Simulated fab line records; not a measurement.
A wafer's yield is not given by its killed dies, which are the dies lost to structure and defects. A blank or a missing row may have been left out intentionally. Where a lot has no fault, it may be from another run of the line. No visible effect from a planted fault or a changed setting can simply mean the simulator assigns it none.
Split-lot experiment	flow n5 finfet	on a route of 1938 steps: 7 lots, 21 wafers read

SPLIT DETAILS
At N5_GATE_CUT_DESCUM_18 (chemistry O2, time 7 s), the setting time s was moved away from the recipe's 7 s on 10 of the 21 wafers read, by -20.7% to +21.1%. For the rest of the wafers, this setting stayed at what the recipe calls for.

SPLIT TO READING: what lies between them in the file, 1 step
- N5_GATE_CUT_ETCH_28: etches underlayer in N2/H2, target depth 13 nm, time 10.4 s

THE READING
CAR-EUV_of_GATE_CUT_COAT_07.thk nm (the simulator's own value, which no gauge read), in nm, at N5_GATE_CUT_ETCH_36 (etches SiARC in CF4, target depth 13 nm, time 21.7 s). The file gives no usual value for it. The 11 wafers here that ran the recipe average 6.9 nm, standard deviation 0.1 nm.

wafer	tool, chamber at the split	time s as run, s	against the recipe	CAR-EUV_of_GATE_CUT_COAT_07.thk nm, nm	against lot-mates on the recipe
L074.1	rie diel-01, 0	6.071	-13.3%	7.4	+0.4
L074.3	rie diel-01, 1	7	recipe	7	-
L074.5	rie diel-01, 3	6.071	-13.3%	7.6	+0.6
L078.1	rie diel-06, 2	7.487	+7.0%	6.6	-0.3
L078.2	rie diel-06, 3,0	7	recipe	7	-
L078.5	rie diel-06, 3,0	7	recipe	6.8	-
L080.1	rie diel-03, 2,3,0	7	recipe	6.8	-
L080.3	rie diel-03, 2,3,0	7	recipe	7	-
L080.4	rie diel-03, 2,3,0	7	recipe	7	-
L086.1	rie diel-06, 3,1	7.891	+12.7%	6.6	-0.2
L086.3	rie diel-06, 3,1	7.891	+12.7%	6.4	-0.4
L086.4	rie diel-06, 0	7	recipe	6.8	-
L087.1	rie diel-06, 1,0	7	recipe	7	-
L087.3	rie diel-06, 1,0	7	recipe	7	-
L087.2	rie diel-06, 2	7	recipe	6.8	-
L088.1	rie diel-06, 2,0,1	8.477	+21.1%	6.2	no lot-mate on the recipe
L088.3	rie diel-06, 2,0,1	8.477	+21.1%	6.2	no lot-mate on the recipe
L088.2	rie diel-06, 2,0,1	8.477	+21.1%	6	no lot-mate on the recipe
L096.2	rie diel-01, 2	5.553	-20.7%	7.6	+0.8
L096.3	rie diel-01, 3	5.553	-20.7%	8	+1.2
L096.6	rie diel-01, 2	7	recipe	6.8	-
When a row names more than one chamber, that row covers several wafers, and the file does not tell which wafer ran in which chamber.

THE FIT
A straight line over all 21 wafers: CAR-EUV_of_GATE_CUT_COAT_07.thk nm changes by -0.0394 nm for each +1% of time s; r = -0.97; the points scatter about the line by 0.12 nm.
The same after taking each lot's own level away (the mean of its wafers on the recipe; 18 wafers): -0.0399 nm for each +1%; r = -0.94; scatter 0.14 nm.
The reading moves by 0.84 nm for the largest change in time s, on that fit.
Across the lots, their own levels run from 6.80 to 7.00 nm, a range of 2.0 times the standard deviation given above.
The two slopes agree, so the slope changes little with the lot-to-lot level.
Check: +0.888 nm against its lot-mates is what the line predicts for one of the wafers moved furthest among these (-20.7%) when that wafer is left out of the fit. Against them it came out at +0.8 nm.

OTHER SPLITS APPLIED TO THESE WAFERS
Note: prior to the reading, these wafers also went through further splits. Each is held against what the fit with the lots' levels taken away leaves over:
other split on the same wafers	wafers away from the commonest value	r with CAR-EUV_of_GATE_CUT_COAT_07.thk nm (lot level and that fit taken away)
N5_SD_EPI_N_PEB_07 peb time s	6	-0.16
N5_SD_EPI_N_DEVELOP_08 develop time s	6	-0.41
N5_SDB_COAT_03 spin rpm	6	-0.42
N5_HKMG_FIN_EXPOSE_09 dose mj	12	+0.06
N5_HKMG_FIN_DESCUM_17 time s	7	+0.10

THE WHOLE CHAIN: every reading that the file lists as answering this split, in the file's order
step	what it does	reading	change (the file's fit)	r (the file's)
N5_GATE_CUT_DESCUM_18	chemistry O2, time 7 s	CAR-EUV_of_GATE_CUT_COAT_07.thk nm (the simulator's own value, which no gauge read)	-0.037 nm for each +1% of the setting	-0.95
N5_GATE_CUT_ETCH_36	etches SiARC in CF4, target depth 13 nm, time 21.7 s	CAR-EUV_of_GATE_CUT_COAT_07.thk nm (the simulator's own value, which no gauge read)	-0.0408 nm for each +1% of the setting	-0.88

THE FILE'S OWN FIT
CAR-EUV_of_GATE_CUT_COAT_07.thk nm changes by -0.0408 nm for each +1% of time s, r = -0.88.
